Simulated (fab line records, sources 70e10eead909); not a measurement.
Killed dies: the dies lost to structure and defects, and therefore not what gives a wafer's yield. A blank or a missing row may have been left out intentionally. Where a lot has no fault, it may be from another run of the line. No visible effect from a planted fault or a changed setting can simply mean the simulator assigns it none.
Matching of chambers | flow nand harc | NHARC_A_STAIRCASE_DESCUM_312 on rie diel-08: 4 sister chambers
The step chemistry O2, time 3 s. 4 wafers are shown with their chamber, then 7 later ones without.

## WAFERS PAIRED WITH THEIR CHAMBERS
wafer  | chamber | showerhead plenum p Torr (Torr)
L079.1 | 2       | 1.97
L087.5 | 0       | 1.80
L091.1 | 1       | 1.85
L091.2 | 3       | 1.96

## WAFERS WITH NO CHAMBER GIVEN
wafer  | showerhead plenum p Torr (Torr)
L091.3 | 1.96
L095.3 | 1.79
L095.4 | 1.96
L095.5 | 1.96
L097.3 | 1.96
L097.4 | 1.85
L097.6 | 1.79

## EACH ONE'S CHAMBER
wafer  | from the rows above     | in truth
L091.3 | can't be placed: 3 or 2 | 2
L095.3 | 0                       | 0
L095.4 | can't be placed: 3 or 2 | 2
L095.5 | can't be placed: 3 or 2 | 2
L097.3 | can't be placed: 3 or 2 | 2
L097.4 | 1                       | 1
L097.6 | 0                       | 0
Placed correctly: 3 of 7. Unplaceable from these rows: 4, with the true chamber sitting among the candidates in 4. Wrongly placed: 0.
How it was worked out, from the rows above alone: a wafer's distance from a chamber is the root of the sum, over the readings, of the square of ((its reading less the chamber's mean) divided by the reading's scatter). If the next closest chamber is less than 2 further off than the closest, the wafer can't be placed; otherwise it belongs to the closest. For every chamber, the mean is computed from those of its wafers that are shown. The scatter: with one shown wafer a chamber, the root of the mean of the squares of how far each hidden wafer lies from its nearest shown one.
